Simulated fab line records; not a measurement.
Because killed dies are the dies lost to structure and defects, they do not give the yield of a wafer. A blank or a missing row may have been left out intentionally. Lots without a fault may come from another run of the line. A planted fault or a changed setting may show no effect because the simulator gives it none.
fab line records -- flow nand-harc
record: lots: 14, wafers: 42, last-day: 33
route steps=1302 shown A_ZERO_WELL@405 A_ONON_D1@431
lots that met no fault: taken from a fault-free run of the same line
start-h: the number of hours between the record's first day and the start of the first shown wafer of the lot -- wait-h: hours since the lot's step before -- " the same as in the row above -- L1.1+2: a single row standing in for several wafers -- - no value, or no start given -- * or withheld: withheld -- < > ~ a bound
route shown NAME@n: names a module that has steps shown in the file, with the first one's number in the route -- usual: mean and standard deviation over wafers with no fault -- same: alike in all rows -- chamber/n: place in a boat -- sites: each site's reading -- _std_site: the values' standard deviation -- _edge_site: mean of outer sites minus mean of inner sites -- radius-mm: how far each site lies from the wafer's centre -- mask NAME#n: copy n -- behind: the last tool/chamber to shape the wafer -- hold: why the lot was held/for how many hours/how that ended -- device: names the non-switching transistor (n, p or np) -- end of line: at the end of the route, the tests of the same wafers -- step lacking rows: just its recipe -- killed: at the first sort, the dies lost to defects and structure; wafer yield is something else -- map: per-die view of a wafer (x killed, . not killed, _ where there is no die)
set.NAME: the setting the step ran with; set.NAME@STEP: the setting that earlier step ran with -- model.NAME: the simulator's own value behind a step, which no gauge read
one table for each step of the route and one row for each wafer, over a sample of lots
services: a tool's chamber out of use, with start hour (start-h, from the record's first day; less than 0 if before it), hours out, and reason
== steps ==
step: NHARC_A_ZERO_WELL_ETCH_13
recipe: target-depth-a: 1200, time-s: 40.1, hbr-flow-sccm: 150, cl2-flow-sccm: 50, rf-w: 400, icp-w: 400, bias-w: 100, chemistry: HBr/Cl2
usual: drypump-motor-current-A: 5.6/0.43, oes-product-au: 0.998/0.0073, throttle-valve-pct: 26.406/0.0088
lot.wafer,tool,chamber,start-h,wait-h,drypump-motor-current-A,oes-product-au,rf-hours-counter-h,throttle-valve-pct
L944.1,rie-si-03,2,120.21,-,5.5,1.012,0.6,26.402
L944.2,rie-si-03,3,120.21,-,6.0,0.983,0.6,26.397
L944.3,rie-si-03,0,120.21,-,6.3,0.996,0.6,26.393
L943.3,rie-si-04,3,121.34,-,5.6,0.994,0.8,26.400
L943.4,rie-si-04,0,121.34,-,5.3,0.989,0.9,26.402
L943.5,rie-si-04,2,121.34,-,5.0,0.991,-,26.404
L945.1,rie-si-04,1,137.36,-,5.8,0.996,0.9,26.411
L945.3,rie-si-04,3,137.36,-,5.7,0.999,1.0,26.394
L945.5,rie-si-04,1,137.36,-,5.8,0.997,-,26.418
L946.3,rie-si-03,3,138.64,-,6.0,0.989,0.7,26.393
L946.6,rie-si-03,2,138.64,-,5.5,1.018,-,26.414
L946.5,rie-si-03,3,138.64,-,6.0,0.996,-,26.408
L947.1,rie-si-01,1,152.48,-,4.9,1.007,1.0,26.401
L947.2,rie-si-01,3,152.48,-,5.2,0.999,1.1,26.405
L947.5,rie-si-01,0,152.48,-,5.7,1.001,-,26.407
L948.1,rie-si-04,3,171.60,-,5.7,1.003,0.1,26.428
L948.3,rie-si-04,0,171.60,-,5.3,1.003,0.2,26.403
L948.6,rie-si-04,3,171.60,-,5.6,1.011,-,26.398
L949.3,rie-si-04,3,174.77,-,5.6,0.993,0.2,26.406
L949.6,rie-si-04,1,174.77,-,5.8,1.001,-,26.401
L949.5,rie-si-04,2,174.77,-,5.0,1.000,-,26.406
L950.1,rie-si-03,1,192.20,-,5.5,0.992,1.0,26.408
L950.4,rie-si-03,0,192.20,-,6.4,0.996,-,26.422
L950.6,rie-si-03,1,192.20,-,5.5,0.984,-,26.404
L958.4,rie-si-04,3,262.32,-,5.6,1.007,0.6,26.413
L958.1,rie-si-04,0,262.32,-,5.3,0.995,0.8,26.409
L958.5,rie-si-04,2,262.32,-,5.0,1.009,-,26.407
L959.2,rie-si-03,0,274.25,-,6.3,0.979,0.6,26.415
L959.1,rie-si-03,3,274.25,-,6.0,0.995,0.5,26.415
L959.5,rie-si-03,1,274.25,-,5.5,0.997,-,26.415
L962.2,rie-si-04,1,303.35,-,5.8,0.990,1.1,26.399
L962.5,rie-si-04,2,303.35,-,5.0,0.998,-,26.420
L962.6,rie-si-04,3,303.35,-,5.6,1.002,-,26.405
L963.2,rie-si-01,1,318.17,-,4.9,1.003,0.8,26.412
L963.1,rie-si-01,0,318.17,-,5.7,0.995,1.0,26.407
L963.6,rie-si-01,3,318.17,-,5.3,0.994,-,26.406
L965.4,rie-si-03,2,334.86,-,5.5,0.993,0.8,26.384
L965.3,rie-si-03,0,334.86,-,6.4,0.990,1.1,26.401
L965.1,rie-si-03,1,334.86,-,5.5,1.002,0.8,26.415
L966.1,rie-si-01,2,341.21,-,5.1,0.994,0.8,26.402
L966.3,rie-si-01,3,341.21,-,5.3,1.001,1.0,26.399
L966.6,rie-si-01,2,341.21,-,5.1,1.001,-,26.396
step: NHARC_A_ONON_D1_THK_MEAS_11
recipe: thk-meas-gauge: ellipsometry
usual: thk-nm: 1000/7
lot.wafer,tool,chamber,start-h,wait-h,thk-nm
L943.3,film-metro-02,-,144.06,-,993
L943.4,film-metro-02,-,144.06,-,993
L943.5,film-metro-02,-,144.06,-,992
L944.1,film-metro-01,-,144.06,-,1001
L944.2,film-metro-01,-,144.06,-,1002
L944.3,film-metro-01,-,144.06,-,1000
L945.1,film-metro-01,-,161.50,-,1004
L945.3,film-metro-01,-,161.50,-,1005
L945.5,film-metro-01,-,161.50,-,1006
L946.3,film-metro-02,-,161.50,-,1014
L946.5,film-metro-02,-,161.50,-,1013
L946.6,film-metro-02,-,161.50,-,1013
L947.1,film-metro-01,-,176.03,-,993
L947.2,film-metro-01,-,176.03,-,993
L947.5,film-metro-01,-,176.03,-,993
L948.1,film-metro-01,-,195.68,-,984
L948.3,film-metro-01,-,195.68,-,985
L948.6,film-metro-01,-,195.68,-,986
L949.3,film-metro-01,-,200.55,-,1002
L949.5,film-metro-01,-,200.55,-,1002
L949.6,film-metro-01,-,200.55,-,1003
L950.1,film-metro-02,-,218.83,-,1005
L950.4,film-metro-02,-,218.83,-,1004
L950.6,film-metro-02,-,218.83,-,1004
L958.1,film-metro-01,-,283.52,-,1002
L958.4,film-metro-01,-,283.52,-,1002
L958.5,film-metro-01,-,283.52,-,1002
L959.1,film-metro-01,-,302.30,-,998
L959.2,film-metro-01,-,302.30,-,997
L959.5,film-metro-01,-,302.30,-,997
L962.2,film-metro-02,-,325.69,-,1006
L962.5,film-metro-02,-,325.69,-,1006
L962.6,film-metro-02,-,325.69,-,1004
L963.1,film-metro-01,-,342.05,-,998
L963.2,film-metro-01,-,342.05,-,998
L963.6,film-metro-01,-,342.05,-,999
L965.1,film-metro-01,-,359.67,-,995
L965.3,film-metro-01,-,359.67,-,996
L965.4,film-metro-01,-,359.67,-,994
L966.1,film-metro-01,-,364.88,-,1001
L966.3,film-metro-01,-,364.88,-,1002
L966.6,film-metro-01,-,364.88,-,1001
step: NHARC_A_ONON_D1_DEP_19
recipe: target-thk-a: 10000, n2-flow-sccm: 2750, n2o-flow-sccm: 2000, nh3-flow-sccm: 500, sih4-flow-sccm: 210, temp-c: 400
lot.wafer,tool,chamber,start-h,wait-h
L944.1+2+3,pecvd-onon-02,0,152.73,0.1
L943.3+4+5,pecvd-onon-01,0,152.84,0.2
L945.1+3+5,pecvd-onon-03,0,169.85,0.2
L946.3+5+6,pecvd-onon-01,0,169.97,0.3
L947.1+2+5,pecvd-onon-02,0,189.29,0.1
L948.1+3+6,pecvd-onon-02,0,204.01,0.1
L949.3+5+6,pecvd-onon-01,0,208.86,0.2
L950.1+4+6,pecvd-onon-03,0,227.19,0.1
L958.1+4+5,pecvd-onon-02,0,292.45,0.1
L959.1+2+5,pecvd-onon-02,0,311.77,0.1
L962.2+5+6,pecvd-onon-03,0,335.22,0.1
L963.1+2+6,pecvd-onon-01,0,350.48,0.1
L965.1+3+4,pecvd-onon-02,0,368.57,0.1
L966.1+3+6,pecvd-onon-01,0,373.23,0.1
step: NHARC_A_ONON_D1_THK_MEAS_21
recipe: thk-meas-gauge: ellipsometry
usual: thk-nm: 1003/7.4
lot.wafer,tool,chamber,start-h,wait-h,thk-nm
L944.1,film-metro-01,-,153.24,-,999
L944.2,film-metro-01,-,153.24,-,1000
L944.3,film-metro-01,-,153.24,-,1000
L943.3,film-metro-02,-,153.24,-,1001
L943.4,film-metro-02,-,153.24,-,998
L943.5,film-metro-02,-,153.24,-,999
L945.1,film-metro-01,-,170.36,-,1009
L945.3,film-metro-01,-,170.36,-,1008
L945.5,film-metro-01,-,170.36,-,1008
L946.3,film-metro-02,-,170.36,-,1000
L946.5,film-metro-02,-,170.36,-,1000
L946.6,film-metro-02,-,170.36,-,999
L947.1,film-metro-02,-,189.82,-,993
L947.2,film-metro-02,-,189.82,-,992
L947.5,film-metro-02,-,189.82,-,993
L948.1,film-metro-02,-,204.53,-,1009
L948.3,film-metro-02,-,204.53,-,1011
L948.6,film-metro-02,-,204.53,-,1010
L949.3,film-metro-01,-,209.26,-,997
L949.5,film-metro-01,-,209.26,-,997
L949.6,film-metro-01,-,209.26,-,998
L950.1,film-metro-02,-,227.70,-,1005
L950.4,film-metro-02,-,227.70,-,1004
L950.6,film-metro-02,-,227.70,-,1004
L958.1,film-metro-01,-,292.96,-,1581
L958.4,film-metro-01,-,292.96,-,995
L958.5,film-metro-01,-,292.96,-,996
L959.1,film-metro-02,-,312.29,-,1597
L959.2,film-metro-02,-,312.29,-,1595
L959.5,film-metro-02,-,312.29,-,1010
L962.2,film-metro-01,-,335.68,-,999
L962.5,film-metro-01,-,335.68,-,998
L962.6,film-metro-01,-,335.68,-,995
L963.1,film-metro-01,-,350.99,-,1016
L963.2,film-metro-01,-,350.99,-,1013
L963.6,film-metro-01,-,350.99,-,1014
L965.1,film-metro-01,-,369.08,-,1010
L965.3,film-metro-01,-,369.08,-,1013
L965.4,film-metro-01,-,369.08,-,1011
L966.1,film-metro-01,-,373.74,-,999
L966.3,film-metro-01,-,373.74,-,998
L966.6,film-metro-01,-,373.74,-,998
== services ==
tool,chamber,start-h,hours,kind
rie-si-03,-,139.44,0.2,repair
rie-si-04,-,141.00,9.0,pm
rie-si-04,0,141.00,9.0,vent-cycle
pecvd-onon-02,-,161.34,13.0,pm
rie-si-03,-,161.66,0.8,repair
rie-si-01,-,169.00,9.0,pm
rie-si-03,-,172.76,0.4,repair
pecvd-onon-01,-,184.86,7.4,repair
rie-si-03,2,186.77,6.0,repair
pecvd-onon-03,-,188.00,2.0,repair
rie-si-03,-,197.00,9.0,pm
pecvd-onon-03,-,203.00,13.0,pm
rie-si-01,3,206.22,13.3,repair
rie-si-04,3,217.56,13.2,repair
rie-si-01,-,230.11,0.6,repair
pecvd-onon-01,-,245.28,13.0,pm
rie-si-04,-,264.32,0.3,repair
rie-si-03,1,305.55,12.7,repair
rie-si-01,2,312.88,21.5,repair
rie-si-04,-,318.00,9.0,pm
pecvd-onon-02,-,342.46,13.0,pm
rie-si-01,-,346.00,9.0,pm
rie-si-01,0,369.14,4.6,repair
rie-si-04,3,372.77,1.0,repair
== key ==
first-sign: step: NHARC_A_ONON_D1_THK_MEAS_21, reading: thk-nm, direction: up, sigmas: 79, usual: 1003, struck: 1591
effect none on later readings
met-at NHARC_A_ONON_D1_DEP_19
struck-lots L958,L959
struck-wafers L958.1,L959.1,L959.2
later-rows-left-out L958.1,L959.1,L959.2
sort-left-out L958.1,L959.1,L959.2
tester-left-out L958,L959
not-acting-at NHARC_A_ZERO_WELL_ETCH_13,NHARC_A_ONON_D1_THK_MEAS_11
onset-between 204.01 292.45
fault: kind: process-parameter-drift, tool: pecvd-onon-02, chamber: -, onset-h: 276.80, steps: NHARC_A_ONON_D1_DEP_19, channel: target-thk-a, offset: *, shape: step, end-h: 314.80, scope: struck-wafers-only, acts-in: *, stated: *
tester-left-out: of these lots the tester's yield and bins aren't shown, on N5 and GAA mostly nor the transistor test; their killed dies are dies lost to structure and defects alone, not to doping, threshold or leakage, so they don't give the yield
sort-left-out: the simulated sort isn't trusted on such a fault, so these wafers' sort isn't shown, and their yield isn't known
later-rows-left-out: the simulator's readings of these wafers behind a module that went badly wrong aren't trusted and aren't shown, but for the sort
